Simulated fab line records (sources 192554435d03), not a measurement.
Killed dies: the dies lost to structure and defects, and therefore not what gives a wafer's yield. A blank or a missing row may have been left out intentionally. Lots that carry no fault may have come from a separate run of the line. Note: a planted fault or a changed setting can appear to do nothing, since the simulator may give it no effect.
One fault through the eyes of 2 desks	flow n5 finfet	each desk holds nothing but its own numbers, with what lay behind them at the end

## DESK OF THE TOOL OWNER: cvd w-01
The tool's own readings at N5_HKMG_FIN_ALD_72 (deposits W, target thk 2 nm, pulse time 1 s, purge time 2 s): means of the sampled wafers that have a number, for each lot that ran on this tool. Any lot whose mean is over 4 standard deviations away from the usual mean is out of limits and marked OUT; that distance is given in the brackets.
Columns: A = heater power w at N5_HKMG_FIN_ALD_72, usual 464 W; B = precursor pulse height rel at N5_HKMG_FIN_ALD_72, usual 0.999; C = susceptor temp C at N5_HKMG_FIN_ALD_72, usual 300.03 C
lot	first seen here	A	B	C
L806	day 4 06:31	496	1.010	300.04
L809	day 5 00:32	491	0.992	300.09
L819	day 8 09:40	518	1.013	300.16
L821	day 8 11:37	524	0.994	299.93
L823	day 8 16:38	520	1.011	300.00
L828	day 9 23:20	501	0.995	299.75
This desk's verdict: no lot among the 6 shows anything out of limits.

## FROM THE METROLOGY DESK
What the gauges read, lot by lot, whatever tool the lot ran on: means of the sampled wafers that have a number. Any lot whose mean is over 4 standard deviations away from the usual mean is out of limits and marked OUT; that distance is given in the brackets. It has 10 readings; the 7 that lie furthest out on some lot are the ones shown.
Columns: A = DIBL_N at N5_BEOL_M4_RC_MEAS_101, usual 36.5 mV/V; B = DIBL_P at N5_BEOL_M4_RC_MEAS_101, usual 36.6 mV/V; C = IOFF_P at N5_BEOL_M4_RC_MEAS_101, usual 0.21 nA/um; D = ION_P at N5_BEOL_M4_RC_MEAS_101, usual 460 uA/um; E = SS_N at N5_BEOL_M4_RC_MEAS_101, usual 71.6 mV/dec; F = SS_P at N5_BEOL_M4_RC_MEAS_101, usual 73.4 mV/dec; G = VT_P at N5_BEOL_M4_RC_MEAS_101, usual -250 mV
lot	first seen here	A	B	C	D	E	F	G
L806	day 8 10:10	34.4	33.0	0.20	470	71.0	72.8	-249
L809	day 8 13:14	35.6	36.1	0.21	465	71.6	73.1	-251
L816	day 10 10:15	36.1	38.1	0.19	457	72.0	73.6	-253
L819	day 11 21:37	36.1	34.9	0.20	455	71.5	73.7	-251
L821	day 12 01:44	36.8	37.6	0.21	462	71.4	73.7	-250
L822	day 12 04:33	37.8	37.0	0.18	449	71.6	73.4	-256
L823	day 12 05:22	36.4	36.4	0.18	448	71.5	72.8	-255
L825	day 12 22:46	35.8	35.2	0.17	458	71.2	72.7	-254
L828	day 13 16:08	37.4	36.8	0.23	460	71.6	73.4	-249
This desk's verdict: no lot among the 9 shows anything out of limits.

## BROUGHT TOGETHER
The desk of the tool owner found nothing out of limits.
At the metrology desk, nothing out of limits was observed.

## WHAT THE SIMULATOR PUT IN
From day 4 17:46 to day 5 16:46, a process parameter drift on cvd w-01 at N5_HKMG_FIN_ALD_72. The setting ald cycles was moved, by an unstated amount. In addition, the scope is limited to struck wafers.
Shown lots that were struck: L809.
